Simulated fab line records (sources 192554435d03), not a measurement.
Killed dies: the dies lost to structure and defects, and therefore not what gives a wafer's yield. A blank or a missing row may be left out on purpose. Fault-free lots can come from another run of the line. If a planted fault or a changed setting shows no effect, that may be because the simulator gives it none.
fab line records	flow n5-finfet
[record] lots = 7	wafers = 39
route steps=1938 shown MOL_CONTACT_COAG@523
start-h: start of the lot's first displayed wafer, in hours after the record's first day	wait-h: how many hours have passed since the lot's step before this one	" unchanged from the row above	L1.1+2: a single row standing in for several wafers	- either no value or no given start	* or withheld: withheld	< > ~ a bound
route shown NAME@n: NAME is a module with steps in the file, n the number in the route of the first one	usual: average and standard deviation across the fault-free wafers	same: alike in all rows	chamber/n: place in a boat	sites: each site's reading	_std_site: standard deviation of those values	_edge_site: the outer-site mean with the inner-site mean subtracted	radius-mm: for every site, how far away it sits from the centre of the wafer	mask NAME#n: copy n	behind: the tool/chamber that last shaped the wafer	hold: why the lot went on hold/how many hours it stayed there/how the hold came to an end	device: transistor that didn't switch, given as n, p or np	end of line: the same wafers' tests at the end of the route	where a step has no rows: the recipe by itself	killed: at the first sort, the dies lost to defects and structure; wafer yield is something else	map: a wafer's dies, marking killed ones x, the rest . and places with no die _
set.NAME: setting as actually run; set.NAME@STEP: the setting as run at that earlier step	model.NAME: the simulator's own value behind a step, which no gauge read
lots run with intentionally changed settings; tables by step, rows by wafer
[[steps]]
[step N5_MOL_CONTACT_COAG_EXPOSE_05]
[recipe] mask-id = CA	na = 0.33	source-shape = annular	sigma-inner = 0.4	sigma-outer = 0.8	polarization = unpolarized	defocus-nm = 0	dose-mj = 38.25
lot.wafer	tool	chamber	start-h	wait-h	mask	set.dose-mj
L075.1+2+5	euv-scanner-01	0	97.01	-	CA#0	38.25
L078.1+2+3+4+5+6	euv-scanner-01	0	112.64	-	CA#0	38.25
L079.1+3+6	euv-scanner-01	0	118.75	-	CA#0	38.25
L079.2+4+5	"	0	"	"	CA#0	39.19
L080.1+2+3+4+5+6	euv-scanner-02	0	125.01	-	CA#0	38.25
L082.1+2+6	euv-scanner-01	0	140.03	-	CA#0	38.25
L082.3+4+5	"	0	"	"	CA#0	39.55
L083.1+2+3+4+5+6	euv-scanner-02	0	147.75	-	CA#0	38.25
L084.1+4+6	euv-scanner-02	0	149.47	-	CA#0	40.01
L084.2+3+5	"	0	"	"	CA#0	38.25
[step N5_MOL_CONTACT_COAG_PEB_06]
[recipe] peb-temp-c = 100	peb-time-s = 60	resist = CAR-EUV
[step N5_MOL_CONTACT_COAG_DEVELOP_07]
[recipe] develop-time-s = 30	developer = TMAH	resist = CAR-EUV	rinse-liquid = surfactant-rinse	dry = air-spin	dev-temp-c = 23
[step N5_MOL_CONTACT_COAG_CD_MEAS_08]
[recipe] target-cd-nm = 28	landing-energy-ev = 500	detector = se-inlens	polarity = opening
[usual] cd-nm = 28.06/0.26
lot.wafer	tool	chamber	start-h	wait-h	set.dose-mj@MOL_CONTACT_COAG_EXPOSE_05	cd-nm
L075.1	cd-sem-01	0	97.14	-	38.25	28.35
L075.2	"	0	"	"	38.25	28.32
L075.5	"	0	"	"	38.25	28.45
L078.1	cd-sem-01	0	112.77	-	38.25	28.42
L078.2	"	0	"	"	38.25	28.48
L078.3	"	0	"	"	38.25	27.89
L078.4	"	0	"	"	38.25	28.19
L078.5	"	0	"	"	38.25	28.45
L078.6	"	0	"	"	38.25	28.23
L079.1	cd-sem-01	0	118.88	-	38.25	28.29
L079.2	"	0	"	"	39.19	29.02
L079.3	"	0	"	"	38.25	28.00
L079.4	"	0	"	"	39.19	28.67
L079.5	"	0	"	"	39.19	28.45
L079.6	"	0	"	"	38.25	28.34
L080.1	cd-sem-03	0	125.14	-	38.25	28.00
L080.2	"	0	"	"	38.25	28.24
L080.3	"	0	"	"	38.25	28.42
L080.4	"	0	"	"	38.25	28.13
L080.5	"	0	"	"	38.25	27.98
L080.6	"	0	"	"	38.25	27.92
L082.1	cd-sem-01	0	140.16	-	38.25	27.96
L082.2	"	0	"	"	38.25	28.04
L082.3	"	0	"	"	39.55	28.81
L082.4	"	0	"	"	39.55	28.58
L082.5	"	0	"	"	39.55	28.54
L082.6	"	0	"	"	38.25	27.90
L083.1	cd-sem-01	0	147.88	-	38.25	28.15
L083.2	"	0	"	"	38.25	28.56
L083.3	"	0	"	"	38.25	27.80
L083.4	"	0	"	"	38.25	28.18
L083.5	"	0	"	"	38.25	27.99
L083.6	"	0	"	"	38.25	28.10
L084.1	cd-sem-02	0	149.60	-	40.01	29.39
L084.2	"	0	"	"	38.25	28.04
L084.3	"	0	"	"	38.25	27.94
L084.4	"	0	"	"	40.01	29.23
L084.5	"	0	"	"	38.25	27.86
L084.6	"	0	"	"	40.01	29.33
[step N5_MOL_CONTACT_COAG_DESCUM_13]
[recipe] chemistry = O2	time-s = 7	source-power-w = 50	bias-power-w = 20	pressure-mtorr = 20	rf-frequency-hz = 2.712e+07	temp-c = 40	resist = CAR-EUV	o2-flow-sccm = 225
[step N5_MOL_CONTACT_COAG_ETCH_59]
[recipe] chemistry = N2/H2	target = underlayer	target-depth-a = 130	mask-material = CAR-EUV	time-s = 10.4	ion-energy-ev = 200	pressure-mtorr = 30	source-w = 840	bias-w = 150	n2-flow-sccm = 200	h2-flow-sccm = 200	ends = cleared
lot.wafer	tool	chamber	start-h	wait-h	set.dose-mj@MOL_CONTACT_COAG_EXPOSE_05	model.MOL_CONTACT_COAG.cd-offset-nm
L075.1+5	rie-diel-06	3	97.31	0.0	38.25	0.4
L075.2	"	2	"	"	38.25	0
L078.1+4+5+6	rie-diel-03	0,3,1,0	112.93	0.0	38.25	0.2
L078.2+3	"	2,1	"	"	38.25	0
L079.1+3	rie-diel-03	2,1	119.19	0.0	38.25	0
L079.2+4+5	"	0,3,0	"	"	39.19	0.8
L079.6	"	1	"	"	38.25	0.2
L080.1+6	rie-diel-03	2,1	125.29	0.0	38.25	0
L080.2+3+4	"	3,1,0	"	"	38.25	0.2
L080.5	"	2	"	"	38.25	-0.2
L082.1+6	rie-diel-06	3,2	140.32	0.0	38.25	0
L082.2	"	2	"	"	38.25	-0.2
L082.3+5	"	0,1	"	"	39.55	0.8
L082.4	"	1	"	"	39.55	1
L083.1+2	rie-diel-03	1,2	148.04	0.0	38.25	0
L083.3+5	"	0,1	"	"	38.25	0.2
L083.4	"	2	"	"	38.25	-0.2
L083.6	"	0	"	"	38.25	0.4
L084.1+4+6	rie-diel-02	1,0,1	149.76	0.0	40.01	1.2
L084.2+3+5	"	2,3,2	"	"	38.25	0
[step N5_MOL_CONTACT_COAG_ETCH_105]
[recipe] chemistry = CF4	target = SiARC	target-depth-a = 156	mask-material = CAR-EUV	time-s = 26	ion-energy-ev = 80	pressure-mtorr = 40	source-w = 545	bias-w = 36	Ar_flow_sccm = 100	cf4-flow-sccm = 100	ends = cleared
[step N5_MOL_CONTACT_COAG_ETCH_106]
[recipe] chemistry = N2/H2	target = SOC	target-depth-a = 800	overetch-a = 160	mask-material = SiARC	temp-c = 40	time-s = 120	ion-energy-ev = 200	pressure-mtorr = 30	source-w = 840	bias-w = 150	n2-flow-sccm = 200	h2-flow-sccm = 200
lot.wafer	tool	chamber	start-h	wait-h	set.dose-mj@MOL_CONTACT_COAG_EXPOSE_05	model.MOL_CONTACT_COAG.cd-offset-nm
L075.1	rie-diel-06	3	97.35	0.0	38.25	0
L075.2+5	"	2,3	"	"	38.25	0.2
L078.1	rie-diel-03	0	112.97	0.0	38.25	0.4
L078.2	"	2	"	"	38.25	0
L078.3+4+5+6	"	1,3,1,0	"	"	38.25	0.2
L079.1	rie-diel-03	2	119.24	0.0	38.25	0.2
L079.2+5	"	0	"	"	39.19	0.8
L079.3	"	1	"	"	38.25	0
L079.4	"	3	"	"	39.19	0.6
L079.6	"	1	"	"	38.25	0.4
L080.1+2+6	rie-diel-03	2,3,1	125.34	0.0	38.25	0
L080.3+4	"	1,0	"	"	38.25	0.2
L080.5	"	2	"	"	38.25	-0.2
L082.1	rie-diel-06	3	140.37	0.0	38.25	-0.4
L082.2+6	"	2	"	"	38.25	-0.2
L082.3	"	0	"	"	39.55	0.4
L082.4+5	"	1	"	"	39.55	1
L083.1+5	rie-diel-03	1	148.08	0.0	38.25	0
L083.2+4	"	2	"	"	38.25	-0.2
L083.3	"	0	"	"	38.25	0.2
L083.6	"	0	"	"	38.25	0.4
L084.1+6	rie-diel-02	1	149.81	0.0	40.01	1.2
L084.2+3+5	"	2,3,2	"	"	38.25	0.2
L084.4	"	0	"	"	40.01	1.4
[step N5_MOL_CONTACT_COAG_STRIP_107]
[recipe] chemistry = N2/H2	temp-c = 40	n2-flow-sccm = 200	h2-flow-sccm = 200	rf-frequency-hz = 6e+07
[step N5_MOL_CONTACT_COAG_STRIP_108]
[recipe] chemistry = N2/H2	temp-c = 40	n2-flow-sccm = 200	h2-flow-sccm = 200	rf-frequency-hz = 6e+07
[step N5_MOL_CONTACT_COAG_CONTACT_ETCH_14]
[recipe] chemistry = C4F6/O2	target = SiO2	target-depth-a = 275	overetch-a = 85	mask-material = SOC	pressure-mtorr = 30	source-w = 370	bias-w = 185	Ar_flow_sccm = 300	C4F6_flow_sccm = 16	O2_flow_sccm = 10	time-s = 20	ion-energy-ev = 259.6
lot.wafer	tool	chamber	start-h	wait-h	set.dose-mj@MOL_CONTACT_COAG_EXPOSE_05	model.MOL_CONTACT_COAG.cd-offset-nm
L075.1+5	rie-diel-06	3	97.45	0.0	38.25	0
L075.2	"	2	"	"	38.25	0.2
L078.1+6	rie-diel-03	0	113.07	0.0	38.25	0.4
L078.2	"	2	"	"	38.25	0
L078.3+4+5	"	1,3,1	"	"	38.25	0.2
L079.1+6	rie-diel-03	2,1	119.34	0.0	38.25	0.2
L079.2+5	"	0	"	"	39.19	0.8
L079.3	"	1	"	"	38.25	-0.2
L079.4	"	3	"	"	39.19	0.6
L080.1+6	rie-diel-03	2,1	125.44	0.0	38.25	0
L080.2+3+4	"	3,1,0	"	"	38.25	0.2
L080.5	"	2	"	"	38.25	-0.2
L082.1	rie-diel-06	3	140.47	0.0	38.25	-0.4
L082.2+6	"	2	"	"	38.25	-0.2
L082.3	"	0	"	"	39.55	0.4
L082.4+5	"	1	"	"	39.55	1
L083.1+5	rie-diel-03	1	148.18	0.0	38.25	0
L083.2+4	"	2	"	"	38.25	-0.2
L083.3	"	0	"	"	38.25	0.2
L083.6	"	0	"	"	38.25	0.4
L084.1+6	rie-diel-02	1	149.91	0.0	40.01	1.2
L084.2+3+5	"	2,3,2	"	"	38.25	0
L084.4	"	0	"	"	40.01	1.6
[step N5_MOL_CONTACT_COAG_STRIP_109]
[recipe] chemistry = C4F6/O2	resist = SiARC	rf-frequency-hz = 6e+07
[step N5_MOL_CONTACT_COAG_ETCH_15]
[recipe] chemistry = CH3F/O2	target = SiNx	target-depth-a = 70	mask-material = SOC	stop-on = Si:P	over-etch-frac = 0.75	ion-energy-ev = 120	pressure-mtorr = 30	source-w = 395	bias-w = 73	Ar_flow_sccm = 150	CH3F_flow_sccm = 30	O2_flow_sccm = 20
[step N5_MOL_CONTACT_COAG_ETCH_110]
[recipe] chemistry = CF4/O2	target = Si	target-depth-a = 25	time-s = 8	pressure-mtorr = 100	source-w = 200	bias-w = 12	ion-energy-ev = 60	Ar_flow_sccm = 100	cf4-flow-sccm = 100	O2_flow_sccm = 10
lot.wafer	tool	chamber	start-h	wait-h	set.dose-mj@MOL_CONTACT_COAG_EXPOSE_05	model.MOL_CONTACT_COAG.cd-offset-nm
L075.1+2	rie-diel-06	3,2	97.55	0.0	38.25	0
L075.5	"	3	"	"	38.25	0.2
L078.1+2+3+4+5	rie-diel-03	0,2,1,3,1	113.17	0.0	38.25	0.2
L078.6	"	0	"	"	38.25	0.4
L079.1+6	rie-diel-03	2,1	119.44	0.0	38.25	0.2
L079.2+5	"	0	"	"	39.19	0.8
L079.3	"	1	"	"	38.25	0
L079.4	"	3	"	"	39.19	0.6
L080.1+5+6	rie-diel-03	2,2,1	125.54	0.0	38.25	0
L080.2+3	"	3,1	"	"	38.25	0.2
L080.4	"	0	"	"	38.25	0.4
L082.1	rie-diel-06	3	140.56	0.0	38.25	-0.4
L082.2+6	"	2	"	"	38.25	-0.2
L082.3	"	0	"	"	39.55	0.6
L082.4	"	1	"	"	39.55	1.2
L082.5	"	1	"	"	39.55	1
L083.1+5	rie-diel-03	1	148.28	0.0	38.25	0.2
L083.2	"	2	"	"	38.25	-0.2
L083.3+4	"	0,2	"	"	38.25	0
L083.6	"	0	"	"	38.25	0.4
L084.1+6	rie-diel-02	1	150.00	0.0	40.01	1.2
L084.2+5	"	2	"	"	38.25	0.2
L084.3	"	3	"	"	38.25	0
L084.4	"	0	"	"	40.01	1.4
[step N5_MOL_CONTACT_COAG_STRIP_98]
[recipe] chemistry = N2/H2	power-w = 500	temp-c = 40	pressure-mtorr = 50	rf-frequency-hz = 6e+07	overash-fraction = 0.3	bias-power-w = 8	h2-frac = 0.5	n2-flow-sccm = 300	h2-flow-sccm = 300
[step N5_MOL_CONTACT_COAG_CD_MEAS_99]
[recipe] target-cd-nm = 17.2	polarity = opening
[usual] cd-nm = 17.2/0.32
lot.wafer	tool	chamber	start-h	wait-h	set.dose-mj@MOL_CONTACT_COAG_EXPOSE_05	cd-nm
L075.1	cd-sem-02	-	97.67	-	38.25	17.4
L075.2	"	-	"	"	38.25	17.6
L075.5	"	-	"	"	38.25	17.3
L078.1	cd-sem-02	-	113.29	-	38.25	17.4
L078.2	"	-	"	"	38.25	17.3
L078.3	"	-	"	"	38.25	17.6
L078.4	"	-	"	"	38.25	16.9
L078.5	"	-	"	"	38.25	16.9
L078.6	"	-	"	"	38.25	18.0
L079.1	cd-sem-02	-	119.56	-	38.25	17.2
L079.2	"	-	"	"	39.19	17.9
L079.3	"	-	"	"	38.25	16.7
L079.4	"	-	"	"	39.19	18.1
L079.5	"	-	"	"	39.19	17.9
L079.6	"	-	"	"	38.25	17.4
L080.1	cd-sem-02	-	125.66	-	38.25	17.2
L080.2	"	-	"	"	38.25	17.3
L080.3	"	-	"	"	38.25	17.3
L080.4	"	-	"	"	38.25	17.3
L080.5	"	-	"	"	38.25	17.4
L080.6	"	-	"	"	38.25	17.0
L082.1	cd-sem-02	-	140.69	-	38.25	16.7
L082.2	"	-	"	"	38.25	17.1
L082.3	"	-	"	"	39.55	17.9
L082.4	"	-	"	"	39.55	18.6
L082.5	"	-	"	"	39.55	18.3
L082.6	"	-	"	"	38.25	17.4
L083.1	cd-sem-01	-	148.40	-	38.25	17.5
L083.2	"	-	"	"	38.25	17.2
L083.3	"	-	"	"	38.25	17.1
L083.4	"	-	"	"	38.25	17.3
L083.5	"	-	"	"	38.25	17.8
L083.6	"	-	"	"	38.25	17.4
L084.1	cd-sem-02	-	150.12	-	40.01	18.6
L084.2	"	-	"	"	38.25	17.1
L084.3	"	-	"	"	38.25	17.2
L084.4	"	-	"	"	40.01	18.8
L084.5	"	-	"	"	38.25	17.1
L084.6	"	-	"	"	40.01	18.6
[step N5_MOL_CONTACT_COAG_SPUTTER_130]
[recipe] material = Co	target-thk-a = 475	temp-c = 25	chamber-pressure-pa = 0.5	power-w = 3000
lot.wafer	tool	chamber	start-h	wait-h	set.power-w	model.Co_of_MOL_CONTACT_COAG_SPUTTER_130.thk-nm
L075.1	pvd-sputter-03	-	103.07	0.0	3000	47.8
L075.2	"	-	"	"	3000	48.2
L075.5	"	-	"	"	3000	48
L078.1	pvd-sputter-01	-	119.41	0.0	3000	48
L078.2+3+6	"	-	"	"	3000	47
L078.4	"	-	"	"	3000	47.2
L078.5	"	-	"	"	3000	46.8
L079.1	pvd-sputter-02	-	125.85	0.0	3169	51.6
L079.2+3	"	-	"	"	3000	48.4
L079.4	"	-	"	"	3000	48.8
L079.5	"	-	"	"	3169	51
L079.6	"	-	"	"	3169	50.6
L080.1+4+5+6	pvd-sputter-01	-	131.52	0.0	3000	47.4
L080.2	"	-	"	"	3000	48
L080.3	"	-	"	"	3000	47.6
L082.1	pvd-sputter-03	-	144.87	0.0	3000	48.2
L082.2+5	"	-	"	"	3000	48
L082.3+4	"	-	"	"	3000	47.8
L082.6	"	-	"	"	3000	47.2
L083.1+6	pvd-sputter-02	-	153.00	0.0	3000	47
L083.2+4	"	-	"	"	3327	53
L083.3	"	-	"	"	3000	47.2
L083.5	"	-	"	"	3327	52.8
L084.1	pvd-sputter-02	-	155.83	0.0	2535	39.2
L084.2	"	-	"	"	3000	47.4
L084.3+6	"	-	"	"	3000	46.6
L084.4	"	-	"	"	2535	39.8
L084.5	"	-	"	"	2535	39.4
[[key]]
[split] step = N5_MOL_CONTACT_COAG_EXPOSE_05	setting = dose-mj	stated = 38.25	by = wafer
[response] step = N5_MOL_CONTACT_COAG_CD_MEAS_08	reading = cd-nm	change = +0.254	per = 1%	r = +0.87
[response] step = N5_MOL_CONTACT_COAG_ETCH_59	reading = model.MOL_CONTACT_COAG.cd-offset-nm	change = +0.271	per = 1%	r = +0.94
[response] step = N5_MOL_CONTACT_COAG_ETCH_106	reading = model.MOL_CONTACT_COAG.cd-offset-nm	change = +0.254	per = 1%	r = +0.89
[response] step = N5_MOL_CONTACT_COAG_CONTACT_ETCH_14	reading = model.MOL_CONTACT_COAG.cd-offset-nm	change = +0.294	per = 1%	r = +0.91
[response] step = N5_MOL_CONTACT_COAG_ETCH_110	reading = model.MOL_CONTACT_COAG.cd-offset-nm	change = +0.278	per = 1%	r = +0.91
[response] step = N5_MOL_CONTACT_COAG_CD_MEAS_99	reading = cd-nm	change = +0.339	per = 1%	r = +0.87
[split] step = N5_MOL_CONTACT_COAG_SPUTTER_130	setting = power-w	stated = 3000	by = wafer
[response] step = N5_MOL_CONTACT_COAG_SPUTTER_130	reading = model.Co_of_MOL_CONTACT_COAG_SPUTTER_130.thk-nm	change = +0.494	per = 1%	r = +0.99
